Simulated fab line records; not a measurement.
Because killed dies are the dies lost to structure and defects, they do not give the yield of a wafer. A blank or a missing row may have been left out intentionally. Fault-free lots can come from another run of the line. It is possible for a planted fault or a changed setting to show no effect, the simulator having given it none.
Tool commonality check || flow n5Finfet || Lots sampled 9, wafers sampled 27

REASON IT WAS OPENED
At N5_WELL_APT_CD_MEAS_08 the reading cdNm is flagged on 2 of 9 lots. Wafers without a fault read 200.8 nm, standard deviation 1.8.
Rule: a lot gets a flag if all its wafers with a number sit over 4 standard deviations from that mean, or if no wafer of it has a number. The other lots count as sound.

{"lot": "L596", "measured": "day 1 19:43", "on": "cdSem-01", "cdNm (nm), wafer by wafer": "202.2 201.8 201.6", "flag": ""}
{"lot": "L597", "measured": "day 2 01:50", "on": "cdSem-02", "cdNm (nm), wafer by wafer": "199.4 203.9 199.7", "flag": ""}
{"lot": "L605", "measured": "day 4 01:36", "on": "cdSem-02", "cdNm (nm), wafer by wafer": "192.3 192.8 192.4", "flag": "FLAGGED"}
{"lot": "L606", "measured": "day 4 07:52", "on": "cdSem-02", "cdNm (nm), wafer by wafer": "193.2 192.1 193.0", "flag": "FLAGGED"}
{"lot": "L607", "measured": "day 4 13:49", "on": "cdSem-01", "cdNm (nm), wafer by wafer": "197.5 200.7 201.4", "flag": ""}
{"lot": "L608", "measured": "day 4 19:34", "on": "cdSem-01", "cdNm (nm), wafer by wafer": "201.3 202.6 201.2", "flag": ""}
{"lot": "L610", "measured": "day 5 07:55", "on": "cdSem-02", "cdNm (nm), wafer by wafer": "200.9 198.5 197.8", "flag": ""}
{"lot": "L615", "measured": "day 6 13:51", "on": "cdSem-02", "cdNm (nm), wafer by wafer": "200.0 203.4 197.6", "flag": ""}
{"lot": "L616", "measured": "day 6 19:47", "on": "cdSem-01", "cdNm (nm), wafer by wafer": "201.4 201.2 201.3", "flag": ""}
Average over the flagged lots: 192.6 nm; offset from the usual -8.2 nm, equal to -5 standard deviations.

TOOL THAT RAN EACH LOT
2 process steps preceding the reading are held in the record, out of 1938 steps in the route. Cell contents, in order: the tool; ch with the chambers the sampled wafers went through; the start.
{"lot": "L596", "flag": "", "N5_ZERO_LAYER_DESCUM_16": "rieDiel-06 ch 1,2, day 1 18:43", "N5_WELL_APT_EXPOSE_05": "krfScanner-02 ch 0, day 1 19:33"}
{"lot": "L597", "flag": "", "N5_ZERO_LAYER_DESCUM_16": "rieDiel-04 ch 1,2,3, day 2 00:50", "N5_WELL_APT_EXPOSE_05": "krfScanner-01 ch 0, day 2 01:40"}
{"lot": "L605", "flag": "FLAGGED", "N5_ZERO_LAYER_DESCUM_16": "rieDiel-02 ch 0,3, day 4 00:41", "N5_WELL_APT_EXPOSE_05": "krfScanner-02 ch 0, day 4 01:26"}
{"lot": "L606", "flag": "FLAGGED", "N5_ZERO_LAYER_DESCUM_16": "rieDiel-02 ch 0,3, day 4 06:58", "N5_WELL_APT_EXPOSE_05": "krfScanner-02 ch 0, day 4 07:41"}
{"lot": "L607", "flag": "", "N5_ZERO_LAYER_DESCUM_16": "rieDiel-04 ch 0,1,2, day 4 12:49", "N5_WELL_APT_EXPOSE_05": "krfScanner-01 ch 0, day 4 13:38"}
{"lot": "L608", "flag": "", "N5_ZERO_LAYER_DESCUM_16": "rieDiel-04 ch 0,1,3, day 4 18:41", "N5_WELL_APT_EXPOSE_05": "krfScanner-01 ch 0, day 4 19:23"}
{"lot": "L610", "flag": "", "N5_ZERO_LAYER_DESCUM_16": "rieDiel-04 ch 2,3, day 5 06:55", "N5_WELL_APT_EXPOSE_05": "krfScanner-01 ch 0, day 5 07:45"}
{"lot": "L615", "flag": "", "N5_ZERO_LAYER_DESCUM_16": "rieDiel-06 ch 1,2,3, day 6 12:51", "N5_WELL_APT_EXPOSE_05": "krfScanner-01 ch 0, day 6 13:41"}
{"lot": "L616", "flag": "", "N5_ZERO_LAYER_DESCUM_16": "rieDiel-04 ch 0,1,3, day 6 18:55", "N5_WELL_APT_EXPOSE_05": "krfScanner-01 ch 0, day 6 19:37"}
What is done by these steps:
- N5_ZERO_LAYER_DESCUM_16: chemistry O2, time 7.9 s.
- N5_WELL_APT_EXPOSE_05: exposes mask NWELL, defocus 0 nm, target cd 200 nm.
- N5_WELL_APT_CD_MEAS_08: target cd 200 nm.

FLAGGED AGAINST TOTAL, ONE TOOL AT A TIME (gauges that did the reading follow at the end)
{"step": "N5_ZERO_LAYER_DESCUM_16", "tool": "rieDiel-02", "lots run": 2, "flagged": 2, "share of the flagged lots": "all", "sound lots run after its first flagged lot": 0}
{"step": "N5_ZERO_LAYER_DESCUM_16", "tool": "rieDiel-04", "lots run": 5, "flagged": 0, "share of the flagged lots": "none", "sound lots run after its first flagged lot": "-"}
{"step": "N5_ZERO_LAYER_DESCUM_16", "tool": "rieDiel-06", "lots run": 2, "flagged": 0, "share of the flagged lots": "none", "sound lots run after its first flagged lot": "-"}
{"step": "N5_WELL_APT_EXPOSE_05", "tool": "krfScanner-01", "lots run": 6, "flagged": 0, "share of the flagged lots": "none", "sound lots run after its first flagged lot": "-"}
{"step": "N5_WELL_APT_EXPOSE_05", "tool": "krfScanner-02", "lots run": 3, "flagged": 2, "share of the flagged lots": "all", "sound lots run after its first flagged lot": 0}
{"step": "N5_WELL_APT_CD_MEAS_08", "tool": "cdSem-01", "lots run": 4, "flagged": 0, "share of the flagged lots": "none", "sound lots run after its first flagged lot": "-"}
{"step": "N5_WELL_APT_CD_MEAS_08", "tool": "cdSem-02", "lots run": 5, "flagged": 2, "share of the flagged lots": "all", "sound lots run after its first flagged lot": "2 (L610,L615)"}

WHAT IS ALLOWED BY THE TABLE
Every flagged lot was run by 3 rows of the table: rieDiel-02 at N5_ZERO_LAYER_DESCUM_16, krfScanner-02 at N5_WELL_APT_EXPOSE_05 and cdSem-02 at N5_WELL_APT_CD_MEAS_08.
- rieDiel-02 at N5_ZERO_LAYER_DESCUM_16 ran 2 lots, 2 of them flagged. With no sound lot run before its first flagged lot in this sample, there is nothing to narrow down the start.
- krfScanner-02 at N5_WELL_APT_EXPOSE_05 ran 3 lots, 2 of them flagged. A fault beginning between L596 (day 1 19:33), its last sound lot, and L605 (day 4 01:26), its first flagged one, fits the data. Its own readings (exposureDoseMJCm2) fall more than 4 standard deviations out on all wafers of the flagged lots.
- cdSem-02 at N5_WELL_APT_CD_MEAS_08 ran 5 lots, 2 of them flagged. Lots that were sound ran on it after the first flagged one (L610, L615); a persistent fault on the entire tool would not allow that.
Because each of these 2 tools fits a fault that began at some hour, counting lots does not separate them. More lots, or a look at what each step does to the wafer, might.

WHAT HAD BEEN PUT IN BY THE SIMULATOR
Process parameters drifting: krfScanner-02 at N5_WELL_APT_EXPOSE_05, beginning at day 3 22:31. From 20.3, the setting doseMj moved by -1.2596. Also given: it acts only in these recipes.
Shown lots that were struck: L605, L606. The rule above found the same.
